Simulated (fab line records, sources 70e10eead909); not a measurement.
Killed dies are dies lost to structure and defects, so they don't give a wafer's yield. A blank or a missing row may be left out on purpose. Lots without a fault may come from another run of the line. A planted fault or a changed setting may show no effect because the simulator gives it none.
Which tool did it? | flow nand_harc | 13 lots, 39 wafers sampled, at 4 steps of a route of 1302

WHAT THE GAUGES READ, wafer by wafer
NHARC_THIN_TSV_CD_MEAS_12: target cd 1000 nm.
lot  | measured     | on        | cd_nm (nm)
L545 | day 24 07:23 | cd_sem-02 | 1002.4 998.9 994.5
L547 | day 24 21:38 | cd_sem-03 | 1000.0 1001.2 999.5
L548 | day 24 20:34 | cd_sem-03 | 999.4 1000.8 999.2
L550 | day 26 00:28 | cd_sem-01 | 996.0 995.4 1002.9
L549 | day 25 06:25 | cd_sem-02 | 1001.1 998.1 1000.1
L555 | day 27 11:49 | cd_sem-03 | 1001.5 995.6 1001.1
L558 | day 28 20:10 | cd_sem-01 | 1003.0 1000.7 1001.5
L559 | day 29 19:22 | cd_sem-03 | 994.2 993.4 1000.9
L562 | day 30 16:17 | cd_sem-01 | 998.6 998.3 1000.3
L563 | day 31 00:56 | cd_sem-03 | 999.1 995.1 1000.1
L566 | day 32 14:20 | cd_sem-02 | 1000.8 997.0 995.7
L567 | day 32 22:00 | cd_sem-02 | 1000.1 1002.7 1000.2
L568 | day 33 19:37 | cd_sem-01 | 999.6 994.6 997.8

NHARC_END_SORT_01.
lot  | measured     | on        | defect_limited_yield (%) | killed_at_array | killed_at_other | killed_at_periphery | killed_dies | killed_open | killed_short | sort_bin_2_pct (%) | sort_bin_3_pct (%) | sort_bin_4_pct (%) | sort_n_pass | sort_rim_yield_pct (%) | sort_yield_pct (%)
L558 | day 29 11:16 | prober-01 | 91.1 81.5 92.2           | 49 39 45        | 0 0 0           | 11 86 8             | 60 125 53   | 1 3 3       | 4 2 4        | 3.8 9.2 2.5        | 0.3 3.4 0.3        | 4.7 5.9 5.0        | 617 552 624 | 93 87 95               | 91.1 81.5 92.2
L559 | day 30 12:35 | prober-01 | 94.1 92.0 82.0           | 33 48 43        | 0 0 0           | 7 6 79              | 40 54 122   | 5 4 8       | 3 6 2        | 1.6 2.4 6.1        | 0.3 0.1 4.4        | 4.0 5.5 7.5        | 637 623 555 | 90 95 77               | 94.1 92.0 82.0
L562 | day 31 08:20 | prober-01 | 92.2 90.4 87.7           | 50 59 71        | 0 0 0           | 3 6 12              | 53 65 83    | 2 4 7       | 1 5 1        | 2.1 3.0 5.0        | 1.0 0.9 0.7        | 4.7 5.8 6.5        | 624 612 594 | 87 91 87               | 92.2 90.4 87.7

WHICH TOOL RAN EACH LOT (tool, then ch and the chambers of the sampled wafers, then the start)
lot  | NHARC_P_M0_PRE_CLEAN_29      | NHARC_HYBRID_BOND_ACTIVATE_00
L545 | pvd_sputter-03, day 6 08:01  | rie_diel-10 ch 1,2, day 23 15:59
L547 | pvd_sputter-02, day 7 05:41  | rie_diel-10 ch 0,2, day 24 09:55
L548 | pvd_sputter-01, day 7 06:40  | rie_diel-10 ch 1,2,3, day 24 08:32
L550 | pvd_sputter-02, day 8 03:31  | rie_diel-09 ch 0,1,2, day 25 12:19
L549 | pvd_sputter-02, day 8 04:07  | rie_diel-10 ch 1,3, day 24 18:14
L555 | pvd_sputter-02, day 10 07:10 | rie_diel-10 ch 0,2,3, day 26 23:49
L558 | pvd_sputter-02, day 11 11:05 | rie_diel-10 ch 0,1, day 28 07:55
L559 | pvd_sputter-02, day 12 03:32 | rie_diel-10 ch 0,1,2, day 29 07:23
L562 | pvd_sputter-01, day 13 03:43 | rie_diel-10 ch 1,2, day 30 01:17
L563 | pvd_sputter-03, day 13 10:55 | rie_diel-10 ch 1,2,3, day 30 12:53
L566 | pvd_sputter-03, day 15 06:02 | rie_diel-13 ch 1,2,3, day 32 01:16
L567 | pvd_sputter-01, day 15 08:49 | rie_diel-10 ch 0,2,3, day 32 09:35
L568 | pvd_sputter-02, day 15 19:58 | rie_diel-09 ch 0,3, day 33 07:37
- NHARC_P_M0_PRE_CLEAN_29: time 30 s.
- NHARC_HYBRID_BOND_ACTIVATE_00: chemistry N2, time 60 s.

WHAT THE TOOLS THEMSELVES READ (means of the sampled wafers that have a number; where no wafer has one, the mark that the record gives instead)
NHARC_P_M0_PRE_CLEAN_29.
lot  | tool           | heater_power_w (W)
L545 | pvd_sputter-03 | 389
L547 | pvd_sputter-02 | 492
L548 | pvd_sputter-01 | 446
L550 | pvd_sputter-02 | 456
L549 | pvd_sputter-02 | 480
L555 | pvd_sputter-02 | 472
L558 | pvd_sputter-02 | 466
L559 | pvd_sputter-02 | 452
L562 | pvd_sputter-01 | 464
L563 | pvd_sputter-03 | 413
L566 | pvd_sputter-03 | 385
L567 | pvd_sputter-01 | 422
L568 | pvd_sputter-02 | 444

NHARC_HYBRID_BOND_ACTIVATE_00.
lot  | tool        | drypump_motor_current_A (A) | oes_product_au (a.u.) | rf_vpp_V (V) | showerhead_plenum_p_Torr (Torr)
L545 | rie_diel-10 | 5.2                         | 0.998                 | 64.8         | 1.78
L547 | rie_diel-10 | 5.4                         | 1.000                 | 64.4         | 1.80
L548 | rie_diel-10 | 5.3                         | 1.004                 | 63.8         | 1.76
L550 | rie_diel-09 | 6.0                         | 0.978                 | 64.5         | 1.79
L549 | rie_diel-10 | 5.5                         | 1.007                 | 63.9         | 1.79
L555 | rie_diel-10 | 5.4                         | 0.995                 | 64.4         | 1.77
L558 | rie_diel-10 | 5.6                         | 1.021                 | 64.1         | 1.82
L559 | rie_diel-10 | 5.3                         | 0.999                 | 64.6         | 1.79
L562 | rie_diel-10 | 4.9                         | 0.997                 | 63.8         | 1.74
L563 | rie_diel-10 | 5.3                         | 1.009                 | 64.3         | 1.76
L566 | rie_diel-13 | 5.4                         | 0.997                 | 64.6         | 1.85
L567 | rie_diel-10 | 5.4                         | 0.989                 | 63.3         | 1.77
L568 | rie_diel-09 | 5.6                         | 1.014                 | 64.5         | 1.75

THE ANSWER, worked out from the rows above alone
Rule: what is usual is taken from the lots themselves. Put in order of their means at a reading, lots are off if they are a third of the lots or fewer, leave a main group of 4 or more, and stand apart from it by a gap of 3 or more times the standard deviation of the main group's means; of several such gaps the widest counts. A main group whose means are all the same, to the digits that the tables above print for the reading, isn't used. A lot without any number at a reading at which 4 lots or more have one is off too. The other lots that the step has rows for count as sound. The gauges are gone through in route order, then the tools' own readings, and for those a lot's mean is taken as printed above. The first step at which some lot is off is used, and at that step the reading that is off furthest; a lot without a number counts as furthest.
No lot is off at any reading shown: from this, nothing can be told.

WHAT THE SIMULATOR HAD PUT IN
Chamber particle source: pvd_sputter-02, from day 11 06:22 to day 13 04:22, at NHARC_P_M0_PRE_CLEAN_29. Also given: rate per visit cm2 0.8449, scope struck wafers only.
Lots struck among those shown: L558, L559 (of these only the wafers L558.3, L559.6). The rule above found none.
